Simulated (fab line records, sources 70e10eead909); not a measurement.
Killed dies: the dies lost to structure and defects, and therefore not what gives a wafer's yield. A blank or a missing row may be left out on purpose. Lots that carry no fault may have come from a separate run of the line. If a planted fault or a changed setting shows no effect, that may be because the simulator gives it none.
A struck lot beside a sound one / flow nand-harc / 35 out of 1159 route steps
Sound: these wafers, L700.1, L700.5, L700.6. Struck: wafer L722.5 (L722.4, L722.6, from the same lot, were not struck and are left out); the cause is given at the end.
Per side, at each step with rows, come the tool, then ch with its chambers, and then its first start. Under that, the readings that differ: sound wafers / struck wafers / difference of the means / sigmas: that difference in standard deviations of wafers without a fault.
alike: readings with means less than 2 such deviations apart, plus words and numbers identical on both sides. not compared: withheld readings, readings lacking a value on some wafer, bounds such as >300 that could conceal the same value, and numbers that have no deviation in the record and whose values overlap.
The two part at a step that has a row with sigmas, a row that says differs or no value, or rows on one side only. Non-overlapping numbers with no deviation appear without sigmas and do not part them. Lack of a reading on every wafer of one side parts them only where that side has two or more wafers.

first, 2 steps without rows for these wafers: NHARC_A_SLIT_PRECLEAN_19 (cleans in SC1); NHARC_A_SLIT_SRD_20.
NHARC_A_SLIT_CD_MEAS_21:
  struck on cd-sem-02, day 19 09:44; sound on cd-sem-03, day 15 05:20
  alike: cd-nm
then, 3 steps without rows for these wafers: NHARC_A_SIN_REMOVE_WET_00 (chemistry H3PO4, time 15300 s); NHARC_A_SIN_REMOVE_PRECLEAN_01 (cleans in SC1); NHARC_A_SIN_REMOVE_SRD_02.
NHARC_A_SIN_REMOVE_INSPECT_04:
  struck on defect-inspect-02, day 19 17:29; sound on defect-inspect-02, day 15 11:57
  alike: raw-defect-count
then, 2 steps without rows for these wafers: NHARC_A_WL_FILL_ALD_00 (deposits Al2O3, target thk 3 nm, pulse time 3 s, ald cycles 30); NHARC_A_WL_FILL_RTA_01 (time 5 s).
NHARC_A_WL_FILL_ALD_02: deposits TiN, target thk 2 nm, pulse time 3 s, ald cycles 100.
  sound on ald-metal-02 ch 0,2,3, day 15 12:37; struck on ald-metal-04 ch 3, day 19 18:02
  alike: heater-power-w, precursor-pulse-height-rel
NHARC_A_WL_FILL_CVD_03: deposits W, target thk 40 nm, time 3302 s.
  sound on cvd-w-01 ch 0,1, day 15 16:42; struck on cvd-w-02 ch 0, day 19 20:52
  alike: heater-power-w, mfc-wf6-sccm, throttle-valve-pct
NHARC_A_WL_FILL_ETCHBACK_04: etches the open film in NF3, target depth 60 nm, time 120 s.
  sound on rie-metal-02 ch 0,1, day 15 19:33; struck on rie-metal-01 ch 1, day 19 22:49
  alike: chamber-pressure-mTorr, drypump-motor-current-A, oes-product-au
  not compared: rf-hours-counter-h
then, 16 steps without rows for these wafers: NHARC_A_WL_FILL_ETCHBACK_05 (etches the open film in Cl2/BCl3, target depth 22 nm, time 60 s); NHARC_A_WL_FILL_STRIP_27 (strips in N2/H2, time 20 s); NHARC_A_WL_FILL_STRIP_28 (strips in post etch residue remover, time 1200 s); NHARC_A_WL_FILL_PRECLEAN_06 (cleans in DIW, time 300 s); NHARC_A_WL_FILL_SRD_07; NHARC_A_WL_FILL_ANNEAL_08 (time 1800 s); NHARC_A_WL_FILL_ALD_10 (deposits SiO2, target thk 50 nm, pulse time 10 s, ald cycles 500); NHARC_A_WL_FILL_ETCHBACK_16 (etches the open film in C4F8/O2/Ar, target depth 88 nm, time 17.6 s); NHARC_A_WL_FILL_STRIP_29 (strips in O2, time 20 s); NHARC_A_WL_FILL_ETCHBACK_17 (etches the open film in Cl2/BCl3, target depth 4 nm, time 26.7 s); NHARC_A_WL_FILL_PRECLEAN_18 (cleans in dHF, time 30 s); NHARC_A_WL_FILL_SRD_21; NHARC_A_WL_FILL_CVD_23 (deposits poly-Si, target thk 40 nm, time 800 s); NHARC_A_WL_FILL_ETCHBACK_26 (etches the open film in HBr, target depth 52 nm, time 13.3 s); NHARC_A_WL_FILL_PRECLEAN_30 (cleans in dHF, time 10 s); NHARC_A_WL_FILL_SRD_14.
NHARC_A_WL_FILL_ALD_19: deposits TiN, target thk 2 nm, pulse time 3 s, ald cycles 100.
  sound on ald-metal-04 ch 1,2, day 16 09:47; struck on ald-metal-01 ch 3, day 20 15:13
  alike: heater-power-w, precursor-pulse-height-rel
then, 1 step without rows for these wafers: NHARC_A_WL_FILL_CVD_20 (deposits W, target thk 75 nm, time 5064 s).
NHARC_A_WL_FILL_CMP_12: polishes, t overpolish 30 s, target thk 75 nm.
  sound on cmp-03 ch 1,2,3, day 16 15:02; struck on cmp-01 ch 0, day 21 01:56
  alike: motor-current-A, overpolish-run-s, time-to-endpoint-s
next, for these wafers, 1 step has no rows: NHARC_A_WL_FILL_SRD_31.
NHARC_A_CONTACT_DEP_24: deposits SiO2, target thk 500 nm.
  sound on pecvd-02 ch 0,2, day 16 15:29; struck on pecvd-02 ch 2, day 21 02:41
  alike: heater-power-w, throttle-valve-pct
then, 1 step without rows for these wafers: NHARC_A_CONTACT_DEP_28 (deposits aC, target thk 3600 nm).
-- break in the record here, with 3 days between the starts of the struck wafers on either side (left off in module A_CONTACT, picked up again in module END, where the first step shown is number 1159 on the route) --
NHARC_END_SORT_01:
  only the struck wafers appear in the record here, on prober-01 ch 0 at day 24 12:14; the sound ones have no rows

WHERE THEY PART
Only at NHARC_END_SORT_01, as far as this record shows.

WHY: the cause the simulator had injected
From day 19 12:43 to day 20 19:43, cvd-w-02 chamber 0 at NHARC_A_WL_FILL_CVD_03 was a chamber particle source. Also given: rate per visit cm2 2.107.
